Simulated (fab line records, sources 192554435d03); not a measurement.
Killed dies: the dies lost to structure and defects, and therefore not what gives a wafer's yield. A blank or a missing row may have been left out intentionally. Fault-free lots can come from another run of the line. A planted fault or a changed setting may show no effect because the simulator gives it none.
Matching of chambers ; flow n5Finfet ; rieSi-06 running N5_DUMMY_GATE_ETCH_32: 4 sister chambers
The step etches SiO2 in CF4, target depth 3.5 nm, time 3.9 s. 4 wafers are shown with their chamber, then 9 later ones without.

== WAFERS PAIRED WITH THEIR CHAMBERS ==
wafer;chamber;throttleValvePct (%)
L086.1;2;22.03
L091.1;1;21.73
L091.3;0;21.94
L091.4;3;21.96

== WAFERS WITH NO CHAMBER GIVEN ==
wafer;throttleValvePct (%)
L092.2;21.74
L092.4;21.95
L092.6;22.02
L094.2;21.94
L094.3;21.73
L094.5;21.74
L095.1;22.03
L095.2;21.95
L095.4;21.74

== WHICH CHAMBER EACH ONE RAN IN ==
wafer;from the rows above;in truth
L092.2;1;1
L092.4;can't be placed: 0 or 3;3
L092.6;2;2
L094.2;0;0
L094.3;1;1
L094.5;1;1
L095.1;2;2
L095.2;can't be placed: 0 or 3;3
L095.4;1;1
Correct placement for 7 of the 9. Cannot be placed on the basis of these rows: 2; the candidates contain the true chamber in 2. 0 placed wrongly.
How it was worked out, from the rows above alone: a wafer's distance from a chamber is the root of the sum, over the readings, of the square of ((its reading less the chamber's mean) divided by the reading's scatter). The wafer belongs to the nearest chamber; if the next one is less than 2 further off, it can't be placed. A chamber's mean is the mean of its shown wafers. The scatter: with one shown wafer a chamber, the root of the mean of the squares of how far each hidden wafer lies from its nearest shown one.
